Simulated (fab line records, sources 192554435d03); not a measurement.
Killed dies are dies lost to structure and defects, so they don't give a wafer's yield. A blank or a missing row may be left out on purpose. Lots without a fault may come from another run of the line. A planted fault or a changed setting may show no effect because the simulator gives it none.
Chamber matching | flow n5_finfet | N5_DUMMY_GATE_DESCUM_20 on rie_diel-03: 4 sister chambers
The step chemistry O2, time 6.2 s. 8 wafers are shown with their chamber, then 10 later ones without.

WAFERS WITH THEIR CHAMBER
wafer  | chamber | showerhead_plenum_p_Torr (Torr) | oes_product_au (a.u.)
L078.5 | 0       | 2.24                            | 0.89
L086.1 | 3       | 2.15                            | 0.71
L086.2 | 1       | 2.20                            | 0.82
L088.2 | 2       | 1.99                            | 0.77
L088.5 | 3       | 2.15                            | 0.70
L088.6 | 2       | 1.99                            | 0.77
L093.1 | 1       | 2.20                            | 0.81
L093.2 | 0       | 2.23                            | 0.84

WAFERS WITHOUT THEIR CHAMBER
wafer  | showerhead_plenum_p_Torr (Torr) | oes_product_au (a.u.)
L093.3 | 1.99                            | 0.76
L094.4 | 1.99                            | 0.76
L094.5 | 2.15                            | 0.70
L094.6 | 2.23                            | 0.83
L095.2 | 2.20                            | 0.80
L095.4 | 2.15                            | 0.69
L095.5 | 1.99                            | 0.76
L096.1 | 1.99                            | 0.76
L096.2 | 2.22                            | 0.84
L096.4 | 2.15                            | 0.70

WHICH CHAMBER EACH WENT THROUGH
wafer  | from the rows above     | in truth
L093.3 | 2                       | 2
L094.4 | 2                       | 2
L094.5 | 3                       | 3
L094.6 | 0                       | 0
L095.2 | 1                       | 1
L095.4 | 3                       | 3
L095.5 | 2                       | 2
L096.1 | 2                       | 2
L096.2 | can't be placed: 0 or 1 | 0
L096.4 | 3                       | 3
Placed correctly: 9 of 10. Can't be placed from these rows: 1 (the true chamber is among the candidates in 1). Placed wrongly: 0.
How it was worked out, from the rows above alone: a wafer's distance from a chamber is the root of the sum, over the readings, of the square of ((its reading less the chamber's mean) divided by the reading's scatter). The wafer belongs to the nearest chamber; if the next one is less than 2 further off, it can't be placed. A chamber's mean is the mean of its shown wafers. The scatter: the root of (the sum of the squares of (reading less its chamber's mean) over the shown wafers, divided by (wafers less chambers)).
